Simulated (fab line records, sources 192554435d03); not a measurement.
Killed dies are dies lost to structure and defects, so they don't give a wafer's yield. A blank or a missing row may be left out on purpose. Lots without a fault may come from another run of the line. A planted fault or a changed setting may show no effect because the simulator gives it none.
Problem report in the 8D (eight disciplines) form, filled by code | flow n5_finfet | the parts of the form that need people (team, actions taken, sign-off) are left out

1. THE PROBLEM
cathode_dc_power_W at N5_BEOL_M6_SPUTTER_48 reads a mean of 28206 W on 6 wafers of 2 lots; wafers without a fault read 26000 W with a standard deviation of 4.9. That is +99 or more standard deviations from the usual mean.
The step: material Cu, target thk 10 nm, time 1.667 s.
First seen on wafer L852.1, day 13 17:10, on pvd_sputter-03. The record holds 36 wafers of 12 lots with a number at this step. Rule for "out", or "out of limits": more than 4 standard deviations from the usual mean. The other wafers with a number count as sound.

2. WHAT IT IS AND WHAT IT IS NOT
question                    | is                     | is not
which readings at this step | cathode_dc_power_W     | bias_v, throttle_valve_pct
which lots                  | L852, L854             | L841, L843, L845, L848, L855, L857, L859, L860, L862, L864
which wafers of those lots  | all that have a number | -
read on which tools         | pvd_sputter-03         | pvd_sputter-01, pvd_sputter-02
when                        | from day 13 17:10      | up to then (12 sound wafers); but 18 sound wafers of L855, L857, L859, L860, L862, L864 came after

3. SUSPECTS, AND WHAT RULES EACH OUT
Counting: a tool at a process step up to the reading stays a suspect if it ran every lot that is out and no sound lot after the first of them.
- pvd_sputter-03 at N5_BEOL_M6_SPUTTER_48 (material Cu, target thk 10 nm, time 1.667 s): kept. It ran every lot that is out, first L852 (day 13 17:10), and no sound lot after that; its last sound lot up to then is L848 (day 12 11:52). Its own readings are out on those wafers: cathode_dc_power_W.
Left after counting: pvd_sputter-03 at N5_BEOL_M6_SPUTTER_48.

4. THE CAUSE (what the simulator had put in)
Process parameter drift: pvd_sputter-03, from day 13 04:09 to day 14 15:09, at N5_BEOL_M6_SPUTTER_48. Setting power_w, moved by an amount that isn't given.
Counting left only this tool.

5. THE CHAIN OF EFFECTS, in route order
Each row: a reading whose mean over the struck wafers that have a number lies more than 3 standard deviations from the usual. Only readings for which the record gives a usual standard deviation are gone through. hours: the time from each lot's start at the first step in this table that gives one to its start at this step, as a median over the lots. sigmas: the change in usual standard deviations.
hours | step                  | reading            | usual   | on struck wafers | change | sigmas
0     | N5_BEOL_M6_SPUTTER_48 | cathode_dc_power_W | 26000 W | 28206            | +2206  | +99 or more
The process steps in it:
- N5_BEOL_M6_SPUTTER_48: material Cu, target thk 10 nm, time 1.667 s.
Later measuring or inspecting steps at which every struck wafer that the step has a row for has a number for every such reading, and none has moved that far: N5_BEOL_M6_RS_MEAS_57.

6. WHAT WOULD HAVE CAUGHT IT SOONER
In this record the first reading out of limits was taken at day 13 17:10, 13 hours after the fault began at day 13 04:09.
